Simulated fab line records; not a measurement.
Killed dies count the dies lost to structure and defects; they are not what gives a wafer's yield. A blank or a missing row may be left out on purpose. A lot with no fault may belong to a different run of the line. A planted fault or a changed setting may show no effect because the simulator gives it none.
fab line records + flow n5Finfet
record
- lots=11
- wafers=32
- lastDay=17
route steps=1938 shown WELL_APT@44 PMOS_HMC_CHANNEL_EPI@57 FIN_SAQP@112 PASSIVATION@1936
lots with no fault: from the same line, run without faults
startH: hours from the record's first day to the start of the lot's first wafer shown + waitH: hours elapsed since this lot's preceding step + " identical to the entry in the row above + L1.1+2: a single row standing in for several wafers + - no value present, or no start provided + * or withheld: withheld + < > ~ a bound
route shown NAME@n: NAME is a module with steps in the file, n the number in the route of the first one + usual: mean/standard deviation of fault-free wafers + same: alike in all rows + chamber/n: place in a boat + sites: readings site by site + _std_site: standard deviation of those values + _edge_site: mean of outer sites minus mean of inner sites + radiusMm: for every site, how far away it sits from the centre of the wafer + mask NAME#n: copy n + behind: tool/chamber where the wafer was last shaped + hold: reason for holding the lot/hours on hold/outcome of the hold + device: transistor that didn't switch, given as n, p or np + end of line: tests of these same wafers at the route's end + a step given without rows: its recipe and nothing more + killed: count of dies lost to structure and defects at first sort (not the wafer's yield) + map: dies across one wafer; x = killed, . = not, _ = none there
set.NAME: the setting as run; set.NAME@STEP: as run at that earlier step + model.NAME: the simulator's own value behind a step, which no gauge read
one table for each step of the route and one row for each wafer, over a sample of lots
services: when a tool's chamber went out of use (startH, in hours from the record's first day, below 0 if earlier), for how many hours, and the reason
## steps
# step N5_WELL_APT_OVL_MEAS_26
# recipe
- pointsPerWafer=44
# usual
- PWELL_OVL=4/5.6
# same
- pointsPerWafer=44
| lot.wafer | tool       | chamber | startH | waitH | PWELL_OVL[nm] |
|-----------|------------|---------|--------|-------|---------------|
| L220.3    | overlay-02 | 0       | 15.68  | 0.0   | -8            |
| L220.4    | "          | 0       | "      | "     | -2            |
| L220.5    | "          | 0       | "      | "     | 5             |
| L221.2    | overlay-01 | 0       | 20.79  | 0.0   | 12            |
| L221.4    | "          | 0       | "      | "     | 2             |
| L221.6    | "          | 0       | "      | "     | 15            |
| L223.1    | overlay-02 | 0       | 33.05  | 0.0   | 9             |
| L223.2    | "          | 0       | "      | "     | -2            |
| L223.5    | "          | 0       | "      | "     | 0             |
| L224.1    | overlay-02 | 0       | 38.95  | 0.0   | -1            |
| L224.2    | "          | 0       | "      | "     | 4             |
| L224.6    | "          | 0       | "      | "     | 6             |
| L225.4    | overlay-01 | 0       | 44.85  | 0.0   | 5             |
| L225.5    | "          | 0       | "      | "     | 8             |
| L226.1    | overlay-01 | 0       | 51.11  | 0.0   | 8             |
| L226.3    | "          | 0       | "      | "     | 6             |
| L226.5    | "          | 0       | "      | "     | 15            |
| L230.2    | overlay-01 | 0       | 75.17  | 0.0   | -1            |
| L230.3    | "          | 0       | "      | "     | 10            |
| L230.6    | "          | 0       | "      | "     | 2             |
| L235.2    | overlay-02 | 0       | 105.56 | 0.0   | -3            |
| L235.5    | "          | 0       | "      | "     | 1             |
| L235.6    | "          | 0       | "      | "     | 4             |
| L236.2    | overlay-02 | 0       | 110.84 | 0.0   | -14           |
| L236.5    | "          | 0       | "      | "     | -15           |
| L236.6    | "          | 0       | "      | "     | -5            |
| L242.3    | overlay-01 | 0       | 147.20 | 0.0   | 3             |
| L242.5    | "          | 0       | "      | "     | 3             |
| L242.6    | "          | 0       | "      | "     | 6             |
| L243.1    | overlay-01 | 0       | 153.05 | 0.0   | 7             |
| L243.2    | "          | 0       | "      | "     | 11            |
| L243.6    | "          | 0       | "      | "     | 6             |
# step N5_WELL_APT_EPI_41
# recipe
- material=Si
- targetThkA=500
- tempC=650
- precursor=SiH4/H2
- pressureTorr=20
- timeS=297.7
# usual
- susceptor_temp_C_max=651.2/0.42
- throttleValvePct=11.7/0.55
| lot.wafer | tool        | chamber | startH | waitH | susceptor_temp_C_max | throttleValvePct |
|-----------|-------------|---------|--------|-------|----------------------|------------------|
| L220.3    | epiRpcvd-02 | 0       | 17.24  | 0.2   | 651.4                | 11.8             |
| L220.4    | "           | 0       | "      | "     | 651.1                | 11.5             |
| L220.5    | "           | 0       | "      | "     | 650.8                | 11.7             |
| L221.2    | epiRpcvd-03 | 0       | 22.15  | 0.1   | 651.5                | 12.3             |
| L221.4    | "           | 0       | "      | "     | 651.2                | 12.3             |
| L221.6    | "           | 0       | "      | "     | 651.1                | 12.2             |
| L223.1    | epiRpcvd-04 | 0       | 34.10  | 0.0   | 651.9                | 10.7             |
| L223.2    | "           | 0       | "      | "     | 651.3                | 11.1             |
| L223.5    | "           | 0       | "      | "     | 652.0                | 11.1             |
| L224.1    | epiRpcvd-03 | 0       | 40.02  | 0.0   | 650.8                | 12.2             |
| L224.2    | "           | 0       | "      | "     | 650.4                | 12.4             |
| L224.6    | "           | 0       | "      | "     | 650.8                | 12.3             |
| L225.4    | epiRpcvd-04 | 0       | 46.27  | 0.3   | 650.9                | 10.9             |
| L225.5    | "           | 0       | "      | "     | 651.8                | 10.9             |
| L226.1    | epiRpcvd-03 | 0       | 52.16  | 0.0   | 650.7                | 12.2             |
| L226.3    | "           | 0       | "      | "     | 650.9                | 12.2             |
| L226.5    | "           | 0       | "      | "     | 650.9                | 12.3             |
| L230.2    | epiRpcvd-04 | 0       | 76.33  | 0.1   | 652.1                | 11.0             |
| L230.3    | "           | 0       | "      | "     | 651.5                | 11.2             |
| L230.6    | "           | 0       | "      | "     | 651.4                | 10.9             |
| L235.2    | epiRpcvd-03 | 0       | 107.34 | 0.2   | 651.0                | 12.5             |
| L235.5    | "           | 0       | "      | "     | 650.8                | 11.9             |
| L235.6    | "           | 0       | "      | "     | 651.8                | 12.3             |
| L236.2    | epiRpcvd-02 | 0       | 112.10 | 0.1   | 651.3                | 11.8             |
| L236.5    | "           | 0       | "      | "     | 651.1                | 11.3             |
| L236.6    | "           | 0       | "      | "     | 651.2                | 11.5             |
| L242.3    | epiRpcvd-03 | 0       | 149.15 | 0.2   | 650.6                | 12.2             |
| L242.5    | "           | 0       | "      | "     | 650.7                | 12.5             |
| L242.6    | "           | 0       | "      | "     | 651.1                | 12.4             |
| L243.1    | epiRpcvd-04 | 0       | 154.35 | 0.0   | 651.9                | 11.2             |
| L243.2    | "           | 0       | "      | "     | 651.4                | 11.3             |
| L243.6    | "           | 0       | "      | "     | 651.1                | 11.1             |
# step N5_PMOS_HMC_CHANNEL_EPI_HM_DEP_34
# recipe
- material=SiO2
- targetThkA=360
- tempC=400
- precursor=TEOS/O2
- pressureTorr=6.5
- rfW=900
- teosFlowSccm=161.4
- gas=O2
- flowSccm=2650
- timeS=6.9
# usual
- heaterPowerW=554/88
- showerheadPlenumPTorr=8.337/0.017
- throttleValvePct=19.0/1.4
| lot.wafer | tool     | chamber | startH | waitH | heaterPowerW | showerheadPlenumPTorr | sinceWetCleanH | throttleValvePct |
|-----------|----------|---------|--------|-------|--------------|-----------------------|----------------|------------------|
| L220.3    | pecvd-02 | 2       | 17.71  | 0.0   | 642          | 8.357                 | 330            | 18.7             |
| L220.4    | "        | 2       | "      | "     | 643          | 8.358                 | -              | 18.5             |
| L220.5    | "        | 1       | "      | "     | 599          | 8.336                 | -              | 19.3             |
| L221.2    | pecvd-02 | 1       | 22.73  | 0.0   | 613          | 8.332                 | 1814           | 18.8             |
| L221.4    | "        | 1       | "      | "     | 627          | 8.317                 | -              | 19.2             |
| L221.6    | "        | 0       | "      | "     | 579          | 8.338                 | -              | 21.5             |
| L223.1    | pecvd-02 | 1       | 34.78  | 0.0   | 685          | 8.338                 | 1826           | 19.3             |
| L223.2    | "        | 2       | "      | "     | 695          | 8.364                 | 347            | 18.8             |
| L223.5    | "        | 1       | "      | "     | 683          | 8.347                 | -              | 19.0             |
| L224.1    | pecvd-03 | 0       | 40.69  | 0.0   | 469          | 8.339                 | 745            | 18.7             |
| L224.2    | "        | 1       | "      | "     | 439          | 8.317                 | 1470           | 20.8             |
| L224.6    | "        | 0       | "      | "     | 464          | 8.333                 | -              | 18.5             |
| L225.4    | pecvd-03 | 1       | 46.66  | 0.0   | 415          | 8.297                 | -              | 21.1             |
| L225.5    | "        | 1       | "      | "     | 423          | 8.305                 | -              | 21.1             |
| L226.1    | pecvd-01 | 0       | 52.84  | 0.0   | 548          | 8.347                 | 575            | 17.9             |
| L226.3    | "        | 2       | "      | "     | 587          | 8.325                 | 287            | 18.3             |
| L226.5    | "        | 0       | "      | "     | 565          | 8.326                 | -              | 18.0             |
| L230.2    | pecvd-01 | 2       | 76.90  | 0.0   | 570          | 8.365                 | 311            | 18.4             |
| L230.3    | "        | 2       | "      | "     | 560          | 8.340                 | -              | 18.5             |
| L230.6    | "        | 1       | "      | "     | 610          | 8.345                 | -              | 17.5             |
| L235.2    | pecvd-03 | 1       | 108.08 | 0.0   | 474          | 8.299                 | 1537           | 21.0             |
| L235.5    | "        | 2       | "      | "     | 430          | 8.355                 | -              | 17.4             |
| L235.6    | "        | 0       | "      | "     | 482          | 8.336                 | -              | 18.4             |
| L236.2    | pecvd-01 | 1       | 112.67 | 0.0   | 498          | 8.349                 | 1360           | 17.2             |
| L236.5    | "        | 1       | "      | "     | 518          | 8.310                 | -              | 17.6             |
| L236.6    | "        | 2       | "      | "     | 636          | 8.326                 | -              | 18.4             |
| L242.3    | pecvd-01 | 0       | 149.62 | 0.0   | 540          | 8.304                 | 672            | 18.1             |
| L242.5    | "        | 0       | "      | "     | 552          | 8.342                 | -              | 18.0             |
| L242.6    | "        | 1       | "      | "     | 597          | 8.366                 | -              | 17.3             |
| L243.1    | pecvd-02 | 1       | 155.22 | 0.0   | 624          | 8.320                 | 1947           | 19.1             |
| L243.2    | "        | 2       | "      | "     | 676          | 8.350                 | 468            | 19.1             |
| L243.6    | "        | 1       | "      | "     | 624          | 8.340                 | -              | 18.9             |
# step N5_PMOS_HMC_CHANNEL_EPI_FIN_RECESS_16
# recipe
- chemistry=HBr/Cl2
- target=Si
- maskMaterial=SiO2
- targetDepthA=540
- timeS=18
- pressureMtorr=10
- icpW=800
- biasW=75
- HBr_flow_sccm=150
- Cl2_flow_sccm=80
# usual
- HBr_flow_sccm=150.0/0.47
- biasW=74.97/0.23
- drypumpMotorCurrentA=5.7/0.41
- oesProductAu=0.992/0.023
- throttleValvePct=35.5/0.47
| lot.wafer | tool     | chamber | startH | waitH | HBr_flow_sccm | biasW | drypumpMotorCurrentA | oesProductAu | rfHoursCounterH | throttleValvePct |
|-----------|----------|---------|--------|-------|---------------|-------|----------------------|--------------|-----------------|------------------|
| L220.3    | rieSi-05 | 0       | 18.53  | 0.0   | 149.7         | 75.40 | 5.3                  | 1.006        | 33              | 35.5             |
| L220.4    | "        | 1       | "      | "     | 149.8         | 75.54 | 5.5                  | 1.016        | 152             | 35.8             |
| L220.5    | "        | 0       | "      | "     | 149.4         | 75.21 | 5.3                  | 1.006        | -               | 35.5             |
| L221.2    | rieSi-06 | 0       | 24.25  | 0.0   | 150.3         | 75.01 | 4.9                  | 1.034        | 184             | 35.1             |
| L221.4    | "        | 3       | "      | "     | 150.1         | 74.65 | 6.6                  | 1.009        | 155             | 35.8             |
| L221.6    | "        | 2       | "      | "     | 150.5         | 74.97 | 5.6                  | 0.974        | -               | 35.3             |
| L223.1    | rieSi-02 | 0       | 35.60  | 0.0   | 150.3         | 74.96 | 5.8                  | 0.988        | 127             | 35.2             |
| L223.2    | "        | 2       | "      | "     | 149.5         | 75.08 | 5.7                  | 0.947        | 126             | 35.4             |
| L223.5    | "        | 2       | "      | "     | 149.8         | 74.67 | 5.7                  | 0.937        | -               | 35.4             |
| L224.1    | rieSi-06 | 3       | 41.68  | 0.0   | 149.6         | 75.00 | 6.6                  | 1.010        | 156             | 35.8             |
| L224.2    | "        | 2       | "      | "     | 150.1         | 74.89 | 5.6                  | 0.988        | 43              | 35.3             |
| L224.6    | "        | 3       | "      | "     | 150.2         | 74.59 | 6.5                  | 1.020        | -               | 35.8             |
| L225.4    | rieSi-06 | 1       | 47.61  | 0.0   | 150.0         | 75.38 | 5.4                  | 0.998        | 30              | 35.6             |
| L225.5    | "        | 1       | "      | "     | 150.0         | 75.05 | 5.4                  | 1.001        | -               | 35.6             |
| L226.1    | rieSi-05 | 3       | 53.86  | 0.0   | 149.8         | 75.29 | 6.2                  | 0.993        | 148             | 36.1             |
| L226.3    | "        | 1       | "      | "     | 149.8         | 74.83 | 5.5                  | 1.014        | 152             | 35.8             |
| L226.5    | "        | 3       | "      | "     | 149.6         | 75.00 | 6.2                  | 0.988        | -               | 36.1             |
| L230.2    | rieSi-02 | 2       | 78.16  | 0.0   | 149.2         | 75.20 | 5.7                  | 0.948        | 127             | 35.4             |
| L230.3    | "        | 1       | "      | "     | 149.8         | 74.74 | 6.0                  | 0.961        | 19              | 35.5             |
| L230.6    | "        | 1       | "      | "     | 148.7         | 75.17 | 6.0                  | 0.960        | -               | 35.5             |
| L235.2    | rieSi-02 | 1       | 109.07 | 0.0   | -             | -     | -                    | -            | -               | -                |
| L235.5    | "        | 3       | "      | "     | -             | -     | -                    | -            | -               | -                |
| L235.6    | "        | 0       | "      | "     | -             | -     | -                    | -            | -               | -                |
| L236.2    | rieSi-06 | 3       | 113.62 | 0.0   | -             | -     | -                    | -            | -               | -                |
| L236.5    | "        | 1       | "      | "     | -             | -     | -                    | -            | -               | -                |
| L236.6    | "        | 2       | "      | "     | -             | -     | -                    | -            | -               | -                |
| L242.3    | rieSi-05 | 3       | 150.45 | 0.0   | 150.3         | 74.91 | 6.2                  | 0.968        | 150             | 36.1             |
| L242.5    | "        | 1       | "      | "     | 149.4         | 75.35 | 5.6                  | 1.020        | -               | 35.7             |
| L242.6    | "        | 2       | "      | "     | 150.0         | 75.03 | 5.9                  | 0.984        | -               | 34.6             |
| L243.1    | rieSi-05 | 3       | 156.04 | 0.0   | 149.8         | 74.52 | 6.2                  | 0.978        | 150             | 36.1             |
| L243.2    | "        | 1       | "      | "     | 150.7         | 75.27 | 5.5                  | 1.024        | 154             | 35.7             |
| L243.6    | "        | 2       | "      | "     | 150.0         | 74.73 | 5.9                  | 0.996        | -               | 34.6             |
# step N5_FIN_SAQP_OVL_MEAS_17
# recipe
- pointsPerWafer=44
# usual
- FIN_CORE_OVL=-0.4/0.74
# same
- pointsPerWafer=44
| lot.wafer | tool       | chamber | startH | waitH | FIN_CORE_OVL[nm] |
|-----------|------------|---------|--------|-------|------------------|
| L220.3    | overlay-02 | 0       | 22.52  | 0.0   | -0.3             |
| L220.4    | "          | 0       | "      | "     | -1.3             |
| L220.5    | "          | 0       | "      | "     | -0.2             |
| L221.2    | overlay-01 | 0       | 28.05  | 0.0   | -1.2             |
| L221.4    | "          | 0       | "      | "     | -0.1             |
| L221.6    | "          | 0       | "      | "     | -0.1             |
| L223.1    | overlay-01 | 0       | 40.28  | 0.0   | -0.2             |
| L223.2    | "          | 0       | "      | "     | -0.4             |
| L223.5    | "          | 0       | "      | "     | -1.0             |
| L224.1    | overlay-02 | 0       | 45.82  | 0.0   | 0.1              |
| L224.2    | "          | 0       | "      | "     | -0.1             |
| L224.6    | "          | 0       | "      | "     | -0.1             |
| L225.4    | overlay-01 | 0       | 51.31  | 0.0   | -1.6             |
| L225.5    | "          | 0       | "      | "     | -1.5             |
| L226.1    | overlay-02 | 0       | 57.50  | 0.0   | -0.2             |
| L226.3    | "          | 0       | "      | "     | 0.6              |
| L226.5    | "          | 0       | "      | "     | 0.6              |
| L230.2    | overlay-01 | 0       | 81.67  | 0.0   | 1.2              |
| L230.3    | "          | 0       | "      | "     | 0.2              |
| L230.6    | "          | 0       | "      | "     | -0.9             |
| L235.2    | overlay-02 | 0       | 113.63 | 0.0   | -                |
| L235.5    | "          | 0       | "      | "     | -                |
| L235.6    | "          | 0       | "      | "     | -                |
| L236.2    | overlay-02 | 0       | 117.31 | 0.0   | -                |
| L236.5    | "          | 0       | "      | "     | -                |
| L236.6    | "          | 0       | "      | "     | -                |
| L242.3    | overlay-02 | 0       | 154.54 | 0.0   | -1.8             |
| L242.5    | "          | 0       | "      | "     | -0.7             |
| L242.6    | "          | 0       | "      | "     | -1.0             |
| L243.1    | overlay-02 | 0       | 159.85 | 0.0   | -0.3             |
| L243.2    | "          | 0       | "      | "     | -1.3             |
| L243.6    | "          | 0       | "      | "     | 0.0              |
# step N5_PASSIVATION_PROBE_49
# usual
- killed_at_M0_to_M3=35/11
- killed_at_M4_up=13/5.7
- killedAtContacts=12/5.7
- killedAtFrontEnd=40/11
- killedAtOther=4/4.4
- killedDies=105/18
- killedOpen=68/14
- killedShort=34/7.4
# same
- grossDies=1180
- killedAtBackSide=0
| lot.wafer | tool      | chamber | startH | waitH | killed_at_M0_to_M3 | killed_at_M4_up | killedAtContacts | killedAtFrontEnd | killedAtOther | killedDies | killedOpen | killedShort |
|-----------|-----------|---------|--------|-------|--------------------|-----------------|------------------|------------------|---------------|------------|------------|-------------|
| L235.2    | prober-02 | -       | 345.61 | 0.1   | 30                 | 5               | 8                | 30               | 9             | 82         | 42         | 37          |
| L235.5    | prober-02 | -       | 345.76 | 0.2   | 27                 | 12              | 12               | 41               | 1             | 93         | 56         | 37          |
| L235.6    | prober-02 | -       | 345.81 | 0.3   | 27                 | 11              | 10               | 28               | 13            | 89         | 52         | 29          |
# killed by level:class
L235.2 BEOL_M0_SAQP:geometricParticle:short=10 STI_FIN_REVEAL:geometricParticle:open=8 MOL_CONTACT_COAG:geometricParticle:open=6 BEOL_M3:geometricParticle:open=6 GATE_CUT:geometricParticle:short=5 BEOL_M3:geometricParticle:short=4 MIM_TOP_ETCH:geometricParticle:open=4 STI_FIN_REVEAL:geometricParticle:short=3
L235.5 FIN_SAQP:geometricParticle:short=12 MOL_CONTACT_COAG:geometricParticle:open=10 BEOL_M0_SAQP:geometricParticle:open=8 GATE_CUT:geometricParticle:open=7 STI_FIN_REVEAL:geometricParticle:open=5 GATE_CUT:geometricParticle:short=5 BEOL_M0_SAQP:geometricParticle:short=5 BEOL_M2:geometricParticle:open=5
L235.6 MIM_TOP_ETCH:areaEtch=8 MOL_CONTACT_COAG:geometricParticle:open=6 BEOL_M2:geometricParticle:open=6 BEOL_M0_SAQP:geometricParticle:open=5 BEOL_M4:geometricParticle:open=5 ILD0:geometricParticle:short=4 MOL_CONTACT_COAG:geometricParticle:short=4 BEOL_M0:geometricParticle:open=4
## services
| tool        | chamber | startH | hours | kind                         |
|-------------|---------|--------|-------|------------------------------|
| rieSi-06    | 3       | -0.65  | 8.4   | repair                       |
| pecvd-03    | 1       | 3.29   | 2.1   | scheduledDown                |
| pecvd-01    | 0       | 11.12  | 5.5   | scheduledDown                |
| pecvd-01    | 2       | 16.58  | 16.5  | scheduledDown                |
| pecvd-02    | 2       | 20.37  | 5.5   | scheduledDown                |
| pecvd-03    | 2       | 21.12  | -     | clean                        |
| pecvd-03    | 2       | 21.12  | -     | consumableReplace:showerhead |
| pecvd-03    | 2       | 21.12  | 29.0  | scheduledDown                |
| pecvd-03    | 2       | 21.12  | 29.0  | ventCycle                    |
| pecvd-03    | -       | 23.12  | 2.8   | pm                           |
| pecvd-01    | 0       | 34.81  | 5.9   | repair                       |
| rieSi-05    | -       | 38.59  | 4.3   | pm                           |
| rieSi-06    | -       | 61.08  | 2.8   | pm                           |
| pecvd-02    | 1       | 65.95  | 2.1   | scheduledDown                |
| pecvd-03    | -       | 68.29  | 1.2   | repair                       |
| pecvd-01    | 0       | 74.77  | 2.1   | scheduledDown                |
| epiRpcvd-02 | -       | 77.21  | 1.2   | repair                       |
| pecvd-01    | 1       | 96.39  | 5.5   | scheduledDown                |
| pecvd-02    | 2       | 126.92 | 23.1  | repair                       |
| pecvd-01    | 1       | 151.35 | 5.3   | repair                       |
## key
firstSign
- step=N5_PMOS_HMC_CHANNEL_EPI_FIN_RECESS_16
- reading=toolRecord
- direction=missing
effect
- step=N5_FIN_SAQP_OVL_MEAS_17
- reading=FIN_CORE_OVL
- direction=missing
metAt N5_PMOS_HMC_CHANNEL_EPI_FIN_RECESS_16
struckLots L235,L236
testerLeftOut L235,L236
notActingAt N5_WELL_APT_OVL_MEAS_26,N5_WELL_APT_EPI_41,N5_PMOS_HMC_CHANNEL_EPI_HM_DEP_34
onsetBetween 78.16 109.07
fault
- kind=skippedStepWhole
- tool=rieSi-02,rieSi-06
- chamber=-
- onsetH=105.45
- steps=N5_PMOS_HMC_CHANNEL_EPI_FIN_RECESS_16
- scope=struckLotsOnly
# testerLeftOut: of these lots the tester's yield and bins aren't shown, on N5 and GAA mostly nor the transistor test; their killed dies are dies lost to structure and defects alone, not to doping, threshold or leakage, so they don't give the yield
